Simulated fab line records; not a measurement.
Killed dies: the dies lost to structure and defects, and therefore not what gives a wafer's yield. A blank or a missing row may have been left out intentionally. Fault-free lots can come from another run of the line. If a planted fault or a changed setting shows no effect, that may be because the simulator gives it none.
Matching of chambers -- flow nand-harc -- 4 sister chambers for NHARC_THIN_TSV_ETCHBACK_48 on rie-diel-08
The step etches the open film in C4F8/Ar, target depth 1028.5 nm, time 405.17 s. 4 wafers are shown with their chamber, then 7 later ones without.

## EACH WAFER AND ITS CHAMBER
wafer,chamber,rf-vpp-V (V)
L340.2,2,547
L340.5,3,543
L343.1,1,540
L343.3,0,542

## WAFERS WHOSE CHAMBER IS MISSING
wafer,rf-vpp-V (V)
L343.4,548
L344.4,543
L344.5,542
L344.6,548
L346.2,547
L346.4,541
L346.6,548

## THE CHAMBER EACH PASSED THROUGH
wafer,from the rows above,in truth
L343.4,2,2
L344.4,can't be placed: 3 or 0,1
L344.5,can't be placed: 0 or 3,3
L344.6,2,2
L346.2,2,2
L346.4,can't be placed: 0 or 1 or 3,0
L346.6,2,2
4 of 7 placed correctly. These rows do not allow placing 3 (true chamber among the candidates in 2). Wrongly placed: 0.
How it was worked out, from the rows above alone: a wafer's distance from a chamber is the root of the sum, over the readings, of the square of ((its reading less the chamber's mean) divided by the reading's scatter). The wafer belongs to the nearest chamber; if the next one is less than 2 further off, it can't be placed. The mean given for a chamber averages the wafers shown for that chamber. The scatter (one wafer shown for each chamber): square how far every hidden wafer sits from the nearest shown wafer, average those squares and take the square root.
